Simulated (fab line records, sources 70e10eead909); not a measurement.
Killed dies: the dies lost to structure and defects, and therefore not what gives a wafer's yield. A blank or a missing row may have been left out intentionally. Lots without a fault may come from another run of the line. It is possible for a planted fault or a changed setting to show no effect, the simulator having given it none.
Which tool was responsible? :: flow nandHarc :: 11 lots with 33 wafers sampled at 5 steps, on a route of 1159 steps

== WHAT THE GAUGES READ, wafer by wafer ==
NHARC_END_SORT_01. Usual: defectLimitedYield 95.1 %, standard deviation 1.6; killedAtArray 29, standard deviation 11; killedAtOther 0.7, standard deviation 1.1; killedAtPeriphery 2.9, standard deviation 2.2; killedDies 33, standard deviation 11; killedOpen 3.1, standard deviation 1.8; killedShort 1.9, standard deviation 1.4; sort_bin_2_pct 1.6 %, standard deviation 0.64; sort_bin_3_pct 0.26 %, standard deviation 0.18; sort_bin_4_pct 3.1 %, standard deviation 1.1; sortNPass 644, standard deviation 11; sortRimYieldPct 95.7 %, standard deviation 2.8; sortYieldPct 95.1 %, standard deviation 1.6.
lot: L587
measured: day 20 14:42
on: prober-02
defectLimitedYield (%): 95.7 96.6 95.3
killedAtArray: 25 20 29
killedAtOther: 0 0 0
killedAtPeriphery: 4 3 3
killedDies: 29 23 32
killedOpen: 5 5 5
killedShort: 3 1 3
sort_bin_2_pct (%): 2.2 0.7 1.3
sort_bin_3_pct (%): 0.15 0.44 0.30
sort_bin_4_pct (%): 1.9 2.2 3.1
sortNPass: 648 654 645
sortRimYieldPct (%): 94.3 93.4 96.2
sortYieldPct (%): 95.7 96.6 95.3
flag: 

lot: L598
measured: day 22 13:22
on: prober-02
defectLimitedYield (%): 97.6 97.0 97.5
killedAtArray: 15 12 15
killedAtOther: 0 4 0
killedAtPeriphery: 1 4 2
killedDies: 16 20 17
killedOpen: 1 3 1
killedShort: 0 1 0
sort_bin_2_pct (%): 0.7 0.9 0.9
sort_bin_3_pct (%): 0.15 0 0
sort_bin_4_pct (%): 1.5 2.1 1.6
sortNPass: 661 657 660
sortRimYieldPct (%): 96.2 99.1 97.2
sortYieldPct (%): 97.6 97.0 97.5
flag: 

lot: L601
measured: day 23 06:09
on: prober-02
defectLimitedYield (%): 96.3 95.9 97.6
killedAtArray: 20 25 15
killedAtOther: 2 1 1
killedAtPeriphery: 3 2 0
killedDies: 25 28 16
killedOpen: 1 3 2
killedShort: 5 1 4
sort_bin_2_pct (%): 1.3 1.5 1.2
sort_bin_3_pct (%): 0.30 0.15 0.30
sort_bin_4_pct (%): 2.1 2.5 0.9
sortNPass: 652 649 661
sortRimYieldPct (%): 95.3 99.1 98.1
sortYieldPct (%): 96.3 95.9 97.6
flag: 

== EACH LOT AND THE TOOL THAT RAN IT (in order: tool; ch and the chambers of the sampled wafers; start) ==
lot: L586
NHARC_A_M1_STRIP_18: rieDiel-03 ch 0,3, day 18 01:18
NHARC_A_BONDPAD_EXPOSE_06: krfScanner-02 ch 0, day 18 05:31
NHARC_A_BONDPAD_DESCUM_11: rieDiel-11 ch 1,2, day 18 05:54
NHARC_A_BONDPAD_STRIP_15: rieDiel-11 ch 0,1,2, day 18 06:21

lot: L588
NHARC_A_M1_STRIP_18: rieDiel-08 ch 0,1,3, day 18 01:59
NHARC_A_BONDPAD_EXPOSE_06: krfScanner-04 ch 0, day 18 06:06
NHARC_A_BONDPAD_DESCUM_11: rieDiel-06 ch 0,1,2, day 18 06:29
NHARC_A_BONDPAD_STRIP_15: rieDiel-13 ch 0,1,2, day 18 06:55

lot: L587
NHARC_A_M1_STRIP_18: rieDiel-08 ch 0,1,3, day 18 23:56
NHARC_A_BONDPAD_EXPOSE_06: krfScanner-01 ch 0, day 19 03:52
NHARC_A_BONDPAD_DESCUM_11: rieDiel-13 ch 2,3, day 19 04:14
NHARC_A_BONDPAD_STRIP_15: rieDiel-13 ch 0,1, day 19 04:38

lot: L594
NHARC_A_M1_STRIP_18: rieDiel-08 ch 1,2, day 20 00:11
NHARC_A_BONDPAD_EXPOSE_06: krfScanner-01 ch 0, day 20 04:27
NHARC_A_BONDPAD_DESCUM_11: rieDiel-06 ch 1,2, day 20 04:49
NHARC_A_BONDPAD_STRIP_15: rieDiel-06 ch 1,2,3, day 20 05:17

lot: L593
NHARC_A_M1_STRIP_18: rieDiel-02 ch 1,3, day 20 00:35
NHARC_A_BONDPAD_EXPOSE_06: krfScanner-04 ch 0, day 20 04:50
NHARC_A_BONDPAD_DESCUM_11: rieDiel-06 ch 0,1,2, day 20 05:13
NHARC_A_BONDPAD_STRIP_15: rieDiel-06 ch 1,2, day 20 05:40

lot: L596
NHARC_A_M1_STRIP_18: rieDiel-08 ch 1,2,3, day 20 15:08
NHARC_A_BONDPAD_EXPOSE_06: krfScanner-02 ch 0, day 20 20:01
NHARC_A_BONDPAD_DESCUM_11: rieDiel-06 ch 1,2, day 20 20:22
NHARC_A_BONDPAD_STRIP_15: rieDiel-06 ch 0,2, day 20 20:46

lot: L599
NHARC_A_M1_STRIP_18: rieDiel-03 ch 0,2,3, day 21 01:17
NHARC_A_BONDPAD_EXPOSE_06: krfScanner-02 ch 0, day 21 05:38
NHARC_A_BONDPAD_DESCUM_11: rieDiel-11 ch 0,1, day 21 06:01
NHARC_A_BONDPAD_STRIP_15: rieDiel-06 ch 0,2,3, day 21 06:30

lot: L598
NHARC_A_M1_STRIP_18: rieDiel-02 ch 0,1,3, day 21 04:18
NHARC_A_BONDPAD_EXPOSE_06: krfScanner-02 ch 0, day 21 08:06
NHARC_A_BONDPAD_DESCUM_11: rieDiel-13 ch 0,2,3, day 21 08:29
NHARC_A_BONDPAD_STRIP_15: rieDiel-13 ch 0,1,2, day 21 08:53

lot: L601
NHARC_A_M1_STRIP_18: rieDiel-08 ch 0,1,3, day 21 19:18
NHARC_A_BONDPAD_EXPOSE_06: krfScanner-04 ch 0, day 21 23:16
NHARC_A_BONDPAD_DESCUM_11: rieDiel-13 ch 0,1,3, day 21 23:38
NHARC_A_BONDPAD_STRIP_15: rieDiel-13 ch 1,2,3, day 22 00:01

lot: L606
NHARC_A_M1_STRIP_18: rieDiel-03 ch 0,1, day 23 04:27
NHARC_A_BONDPAD_EXPOSE_06: krfScanner-02 ch 0, day 23 08:30
NHARC_A_BONDPAD_DESCUM_11: rieDiel-13 ch 1,2,3, day 23 08:53
NHARC_A_BONDPAD_STRIP_15: rieDiel-13 ch 1,2,3, day 23 09:19

lot: L607
NHARC_A_M1_STRIP_18: rieDiel-08 ch 0,2,3, day 23 04:54
NHARC_A_BONDPAD_EXPOSE_06: krfScanner-01 ch 0, day 23 08:58
NHARC_A_BONDPAD_DESCUM_11: rieDiel-06 ch 0,1,2, day 23 09:19
NHARC_A_BONDPAD_STRIP_15: rieDiel-13 ch 1,2,3, day 23 09:43
- NHARC_A_M1_STRIP_18: strips in N2/H2.
- NHARC_A_BONDPAD_EXPOSE_06: exposes mask A BPAD.
- NHARC_A_BONDPAD_DESCUM_11: chemistry O2, time 3 s.
- NHARC_A_BONDPAD_STRIP_15: strips in O2.

== WHAT THE TOOLS THEMSELVES READ (means of the sampled wafers that have a number; where no wafer has one, the mark that the record gives instead) ==
NHARC_A_M1_STRIP_18. Usual: drypumpMotorCurrentA 5.74 A, standard deviation 0.29; oesProductAu 1.000 a.u., standard deviation 0.0097; rfFwdPowerW 998 W, standard deviation 3.1; rfVppV 90.7 V, standard deviation 1; showerheadPlenumPTorr 2.04 Torr, standard deviation 0.094; throttleValvePct 14.172 %, standard deviation 0.0088.
lot: L586
tool: rieDiel-03
drypumpMotorCurrentA (A): 5.63
oesProductAu (a.u.): 1.001
rfFwdPowerW (W): 999
rfVppV (V): 91.1
showerheadPlenumPTorr (Torr): 2.12
throttleValvePct (%): 14.174
flag: 

lot: L588
tool: rieDiel-08
drypumpMotorCurrentA (A): 5.64
oesProductAu (a.u.): 0.993
rfFwdPowerW (W): 999
rfVppV (V): 89.7
showerheadPlenumPTorr (Torr): 1.98
throttleValvePct (%): 14.164
flag: 

lot: L587
tool: rieDiel-08
drypumpMotorCurrentA (A): 5.64
oesProductAu (a.u.): 0.993
rfFwdPowerW (W): 996
rfVppV (V): 89.9
showerheadPlenumPTorr (Torr): 1.98
throttleValvePct (%): 14.166
flag: 

lot: L594
tool: rieDiel-08
drypumpMotorCurrentA (A): 5.59
oesProductAu (a.u.): 1.001
rfFwdPowerW (W): 996
rfVppV (V): 91.6
showerheadPlenumPTorr (Torr): 2.12
throttleValvePct (%): 14.174
flag: 

lot: L593
tool: rieDiel-02
drypumpMotorCurrentA (A): 6.08
oesProductAu (a.u.): 1.010
rfFwdPowerW (W): 1001
rfVppV (V): 91.1
showerheadPlenumPTorr (Torr): 2.04
throttleValvePct (%): 14.172
flag: 

lot: L596
tool: rieDiel-08
drypumpMotorCurrentA (A): 5.66
oesProductAu (a.u.): 1.002
rfFwdPowerW (W): 999
rfVppV (V): 91.0
showerheadPlenumPTorr (Torr): 2.06
throttleValvePct (%): 14.170
flag: 

lot: L599
tool: rieDiel-03
drypumpMotorCurrentA (A): 5.79
oesProductAu (a.u.): 1.004
rfFwdPowerW (W): 997
rfVppV (V): 91.4
showerheadPlenumPTorr (Torr): 2.04
throttleValvePct (%): 14.170
flag: 

lot: L598
tool: rieDiel-02
drypumpMotorCurrentA (A): 6.05
oesProductAu (a.u.): 1.004
rfFwdPowerW (W): 1000
rfVppV (V): 90.8
showerheadPlenumPTorr (Torr): 2.02
throttleValvePct (%): 14.171
flag: 

lot: L601
tool: rieDiel-08
drypumpMotorCurrentA (A): 5.63
oesProductAu (a.u.): 1.002
rfFwdPowerW (W): 997
rfVppV (V): 90.2
showerheadPlenumPTorr (Torr): 1.98
throttleValvePct (%): 14.173
flag: 

lot: L606
tool: rieDiel-03
drypumpMotorCurrentA (A): 5.96
oesProductAu (a.u.): 1.008
rfFwdPowerW (W): 1000
rfVppV (V): 90.0
showerheadPlenumPTorr (Torr): 2.05
throttleValvePct (%): 14.170
flag: 

lot: L607
tool: rieDiel-08
drypumpMotorCurrentA (A): 5.64
oesProductAu (a.u.): 0.996
rfFwdPowerW (W): 1002
rfVppV (V): 90.5
showerheadPlenumPTorr (Torr): 2.01
throttleValvePct (%): 14.165
flag: 

NHARC_A_BONDPAD_EXPOSE_06. Usual: exposureDoseMJCm2 36.96, standard deviation 0.045; stageVelMmS 499.94 mm/s, standard deviation 0.26.
lot: L586
tool: krfScanner-02
exposureDoseMJCm2: 36.94
stageVelMmS (mm/s): 499.96
flag: 

lot: L588
tool: krfScanner-04
exposureDoseMJCm2: 36.96
stageVelMmS (mm/s): 499.82
flag: 

lot: L587
tool: krfScanner-01
exposureDoseMJCm2: 36.90
stageVelMmS (mm/s): 500.11
flag: 

lot: L594
tool: krfScanner-01
exposureDoseMJCm2: 37.01
stageVelMmS (mm/s): 499.61
flag: 

lot: L593
tool: krfScanner-04
exposureDoseMJCm2: 36.94
stageVelMmS (mm/s): 500.08
flag: 

lot: L596
tool: krfScanner-02
exposureDoseMJCm2: 36.92
stageVelMmS (mm/s): 500.06
flag: 

lot: L599
tool: krfScanner-02
exposureDoseMJCm2: 40.40
stageVelMmS (mm/s): 499.76
flag: OFF

lot: L598
tool: krfScanner-02
exposureDoseMJCm2: 39.71
stageVelMmS (mm/s): 499.98
flag: OFF

lot: L601
tool: krfScanner-04
exposureDoseMJCm2: 36.94
stageVelMmS (mm/s): 499.69
flag: 

lot: L606
tool: krfScanner-02
exposureDoseMJCm2: 39.19
stageVelMmS (mm/s): 499.98
flag: OFF

lot: L607
tool: krfScanner-01
exposureDoseMJCm2: 36.92
stageVelMmS (mm/s): 499.98
flag: 

NHARC_A_BONDPAD_DESCUM_11. Usual: drypumpMotorCurrentA 5.9 A, standard deviation 0.41; oesProductAu 0.996 a.u., standard deviation 0.0099; rfVppV 58.0 V, standard deviation 0.91; showerheadPlenumPTorr 1.94 Torr, standard deviation 0.093; throttleValvePct 11.312 %, standard deviation 0.0089.
lot: L586
tool: rieDiel-11
drypumpMotorCurrentA (A): 5.9
oesProductAu (a.u.): 1.002
rfVppV (V): 57.3
showerheadPlenumPTorr (Torr): 1.88
throttleValvePct (%): 11.314
flag: 

lot: L588
tool: rieDiel-06
drypumpMotorCurrentA (A): 5.4
oesProductAu (a.u.): 0.996
rfVppV (V): 57.9
showerheadPlenumPTorr (Torr): 1.91
throttleValvePct (%): 11.307
flag: 

lot: L587
tool: rieDiel-13
drypumpMotorCurrentA (A): 6.0
oesProductAu (a.u.): 0.989
rfVppV (V): 58.4
showerheadPlenumPTorr (Torr): 1.92
throttleValvePct (%): 11.321
flag: 

lot: L594
tool: rieDiel-06
drypumpMotorCurrentA (A): 5.3
oesProductAu (a.u.): 1.002
rfVppV (V): 58.1
showerheadPlenumPTorr (Torr): 1.99
throttleValvePct (%): 11.312
flag: 

lot: L593
tool: rieDiel-06
drypumpMotorCurrentA (A): 5.4
oesProductAu (a.u.): 0.999
rfVppV (V): 58.1
showerheadPlenumPTorr (Torr): 2.01
throttleValvePct (%): 11.317
flag: 

lot: L596
tool: rieDiel-06
drypumpMotorCurrentA (A): 5.3
oesProductAu (a.u.): 1.006
rfVppV (V): 59.0
showerheadPlenumPTorr (Torr): 1.99
throttleValvePct (%): 11.319
flag: 

lot: L599
tool: rieDiel-11
drypumpMotorCurrentA (A): 6.1
oesProductAu (a.u.): 0.994
rfVppV (V): 58.7
showerheadPlenumPTorr (Torr): 1.87
throttleValvePct (%): 11.312
flag: 

lot: L598
tool: rieDiel-13
drypumpMotorCurrentA (A): 5.8
oesProductAu (a.u.): 0.990
rfVppV (V): 57.7
showerheadPlenumPTorr (Torr): 1.90
throttleValvePct (%): 11.313
flag: 

lot: L601
tool: rieDiel-13
drypumpMotorCurrentA (A): 6.1
oesProductAu (a.u.): 0.994
rfVppV (V): 58.2
showerheadPlenumPTorr (Torr): 1.86
throttleValvePct (%): 11.312
flag: 

lot: L606
tool: rieDiel-13
drypumpMotorCurrentA (A): 6.1
oesProductAu (a.u.): 0.995
rfVppV (V): 57.5
showerheadPlenumPTorr (Torr): 1.93
throttleValvePct (%): 11.310
flag: 

lot: L607
tool: rieDiel-06
drypumpMotorCurrentA (A): 5.4
oesProductAu (a.u.): 0.997
rfVppV (V): 58.1
showerheadPlenumPTorr (Torr): 2.00
throttleValvePct (%): 11.312
flag: 

NHARC_A_BONDPAD_STRIP_15. Usual: drypumpMotorCurrentA 5.9 A, standard deviation 0.41; oesProductAu 0.997 a.u., standard deviation 0.011; rfVppV 57.8 V, standard deviation 0.98; showerheadPlenumPTorr 3.57 Torr, standard deviation 0.16; throttleValvePct 17.037 %, standard deviation 0.009.
lot: L586
tool: rieDiel-11
drypumpMotorCurrentA (A): 6.1
oesProductAu (a.u.): 0.988
rfVppV (V): 58.2
showerheadPlenumPTorr (Torr): 3.62
throttleValvePct (%): 17.032
flag: 

lot: L588
tool: rieDiel-13
drypumpMotorCurrentA (A): 5.9
oesProductAu (a.u.): 0.992
rfVppV (V): 58.4
showerheadPlenumPTorr (Torr): 3.56
throttleValvePct (%): 17.032
flag: 

lot: L587
tool: rieDiel-13
drypumpMotorCurrentA (A): 6.2
oesProductAu (a.u.): 0.999
rfVppV (V): 58.4
showerheadPlenumPTorr (Torr): 3.49
throttleValvePct (%): 17.034
flag: 

lot: L594
tool: rieDiel-06
drypumpMotorCurrentA (A): 5.7
oesProductAu (a.u.): 0.999
rfVppV (V): 58.1
showerheadPlenumPTorr (Torr): 3.58
throttleValvePct (%): 17.046
flag: 

lot: L593
tool: rieDiel-06
drypumpMotorCurrentA (A): 5.4
oesProductAu (a.u.): 1.009
rfVppV (V): 58.5
showerheadPlenumPTorr (Torr): 3.60
throttleValvePct (%): 17.032
flag: 

lot: L596
tool: rieDiel-06
drypumpMotorCurrentA (A): 5.4
oesProductAu (a.u.): 1.008
rfVppV (V): 57.6
showerheadPlenumPTorr (Torr): 3.75
throttleValvePct (%): 17.047
flag: 

lot: L599
tool: rieDiel-06
drypumpMotorCurrentA (A): 5.7
oesProductAu (a.u.): 1.001
rfVppV (V): 58.4
showerheadPlenumPTorr (Torr): 3.67
throttleValvePct (%): 17.031
flag: 

lot: L598
tool: rieDiel-13
drypumpMotorCurrentA (A): 5.9
oesProductAu (a.u.): 0.995
rfVppV (V): 58.2
showerheadPlenumPTorr (Torr): 3.56
throttleValvePct (%): 17.036
flag: 

lot: L601
tool: rieDiel-13
drypumpMotorCurrentA (A): 6.1
oesProductAu (a.u.): 1.005
rfVppV (V): 58.0
showerheadPlenumPTorr (Torr): 3.57
throttleValvePct (%): 17.035
flag: 

lot: L606
tool: rieDiel-13
drypumpMotorCurrentA (A): 6.1
oesProductAu (a.u.): 0.996
rfVppV (V): 58.3
showerheadPlenumPTorr (Torr): 3.57
throttleValvePct (%): 17.036
flag: 

lot: L607
tool: rieDiel-13
drypumpMotorCurrentA (A): 6.1
oesProductAu (a.u.): 0.988
rfVppV (V): 57.8
showerheadPlenumPTorr (Torr): 3.57
throttleValvePct (%): 17.027
flag: 

== THE ANSWER, worked out from the rows above alone ==
Rule: take the mean of a lot's wafers that have a number; if it is more than 3 standard deviations from the usual mean, the lot is off. Also off: a lot with no number at a reading for which 4 or more lots have one. All remaining lots with rows at the step are treated as sound. The gauges are gone through in route order, then the tools' own readings, and for those a lot's mean is taken as printed above. The first step at which some lot is off is used, and at that step the reading that is off furthest; a lot without a number counts as furthest.
Off: L599, L598, L606, at NHARC_A_BONDPAD_EXPOSE_06 (exposureDoseMJCm2).
If a tool, at that step or one of the process steps before it, ran each lot that is off and ran no sound lot following the first of them, it fits. One candidate fits, namely krfScanner-02 at NHARC_A_BONDPAD_EXPOSE_06. Its last sound lot is L596 (day 20 20:01), its first lot that is off L599 (day 21 05:38): a fault that began between those two fits.
On the lots that are off, the tool's own readings at NHARC_A_BONDPAD_EXPOSE_06 differ by more than 5 times the standard deviation of the sound lots' means, which bears it out; exposureDoseMJCm2 reads 39.77 there versus 36.94 on the sound lots.

== WHAT THE SIMULATOR HAD INSERTED ==
Process parameter drift: krfScanner-02, from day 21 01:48 on, at NHARC_A_BONDPAD_EXPOSE_06. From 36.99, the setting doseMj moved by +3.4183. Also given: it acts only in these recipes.
Lots struck among those shown: L598, L599, L606. This agrees with what the rule above found.
